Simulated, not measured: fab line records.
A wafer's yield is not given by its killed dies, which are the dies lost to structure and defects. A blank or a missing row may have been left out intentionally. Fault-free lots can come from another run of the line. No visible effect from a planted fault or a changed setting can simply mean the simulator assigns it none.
Split-lot trial + flow n5 finfet + route with 1938 steps; 7 lots, 21 wafers read

## ON THE SPLIT
At N5_HKMG_FIN_COAT_06 (resist thk 90 nm), the setting spin rpm was moved away from the recipe's 1500 rpm on 7 of the 21 wafers read, by -6.8% to +6.9%. The other wafers ran this setting at the recipe's value.

## FROM THE SPLIT TO THE READING: what the file shows between them, 4 steps
- N5_HKMG_FIN_EBR_08
- N5_HKMG_FIN_SOFTBAKE_07: time 60 s
- N5_HKMG_FIN_EXPOSE_09: exposes mask NWFM
- N5_HKMG_FIN_PEB_10: peb time 60 s

## THE READING
CAR-ArF_of_HKMG_FIN_COAT_06.thk nm (the simulator's own value, which no gauge read), in nm, at N5_HKMG_FIN_DEVELOP_11 (develop time 30 s). There is no usual value for it anywhere in the file. Across the 14 wafers here that went through the recipe, the average is 88.4 nm and the standard deviation 0.28 nm.

| wafer  | tool, chamber at the split | spin rpm as run, rpm | against the recipe | CAR-ArF_of_HKMG_FIN_COAT_06.thk nm, nm | against lot-mates on the recipe |
|--------|----------------------------|----------------------|--------------------|----------------------------------------|---------------------------------|
| L074.1 | litho track-03, 0          | 1500                 | recipe             | 88.6                                   | -                               |
| L074.3 | litho track-03, 0          | 1500                 | recipe             | 88.4                                   | -                               |
| L074.5 | litho track-03, 0          | 1500                 | recipe             | 88.4                                   | -                               |
| L080.2 | litho track-04, 0          | 1455                 | -3.0%              | 89.4                                   | +1.4                            |
| L080.6 | litho track-04, 0          | 1455                 | -3.0%              | 89.4                                   | +1.4                            |
| L080.5 | litho track-04, 0          | 1500                 | recipe             | 88                                     | -                               |
| L083.1 | litho track-02, 0          | 1548                 | +3.2%              | 87                                     | -1.0                            |
| L083.2 | litho track-02, 0          | 1548                 | +3.2%              | 86.6                                   | -1.4                            |
| L083.5 | litho track-02, 0          | 1500                 | recipe             | 88                                     | -                               |
| L086.3 | litho track-03, 0          | 1500                 | recipe             | 88.8                                   | -                               |
| L086.6 | litho track-03, 0          | 1500                 | recipe             | 88.8                                   | -                               |
| L086.4 | litho track-03, 0          | 1500                 | recipe             | 88.6                                   | -                               |
| L091.1 | litho track-03, 0          | 1398                 | -6.8%              | 91.6                                   | +3.6                            |
| L091.2 | litho track-03, 0          | 1398                 | -6.8%              | 91.6                                   | +3.6                            |
| L091.5 | litho track-03, 0          | 1500                 | recipe             | 88                                     | -                               |
| L093.3 | litho track-03, 0          | 1603                 | +6.9%              | 85.6                                   | -2.9                            |
| L093.5 | litho track-03, 0          | 1500                 | recipe             | 88.6                                   | -                               |
| L093.6 | litho track-03, 0          | 1500                 | recipe             | 88.4                                   | -                               |
| L097.3 | litho track-04, 0          | 1500                 | recipe             | 88.4                                   | -                               |
| L097.4 | litho track-04, 0          | 1500                 | recipe             | 88.8                                   | -                               |
| L097.6 | litho track-04, 0          | 1500                 | recipe             | 88.2                                   | -                               |

FIT RESULTS
A straight line over all 21 wafers: CAR-ArF_of_HKMG_FIN_COAT_06.thk nm changes by -0.443 nm for each +1% of spin rpm; r = -0.98; the points scatter about the line by 0.29 nm.
The same after taking each lot's own level away (the mean of its wafers on the recipe; 21 wafers): -0.474 nm for each +1%; r = -0.99; scatter 0.21 nm.
Per that fit: largest spin rpm move, reading shift of 3.3 nm.
The span of the lots' own levels, 88.00 to 88.73 nm, comes to 2.6 times the standard deviation stated above.
The two slopes are in agreement: the lot-to-lot level therefore moves the slope only a little.
Check: for one of the wafers moved furthest among these (+6.9%), held out of the fit, the line's prediction against its lot-mates is -3.32 nm. It came out at -2.9 nm against them.

## THE WHOLE CHAIN: every reading that the file lists as answering this split, in the file's order
| step                   | what it does      | reading                                                                             | change (the file's fit)               | r (the file's) |
|------------------------|-------------------|-------------------------------------------------------------------------------------|---------------------------------------|----------------|
| N5_HKMG_FIN_COAT_06    | resist thk 90 nm  | CAR-ArF_of_HKMG_FIN_COAT_06.thk nm (the simulator's own value, which no gauge read) | -0.478 nm for each +1% of the setting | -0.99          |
| N5_HKMG_FIN_DEVELOP_11 | develop time 30 s | CAR-ArF_of_HKMG_FIN_COAT_06.thk nm (the simulator's own value, which no gauge read) | -0.466 nm for each +1% of the setting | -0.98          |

## THE FILE'S OWN FIT
CAR-ArF_of_HKMG_FIN_COAT_06.thk nm changes by -0.466 nm for each +1% of spin rpm, r = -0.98.
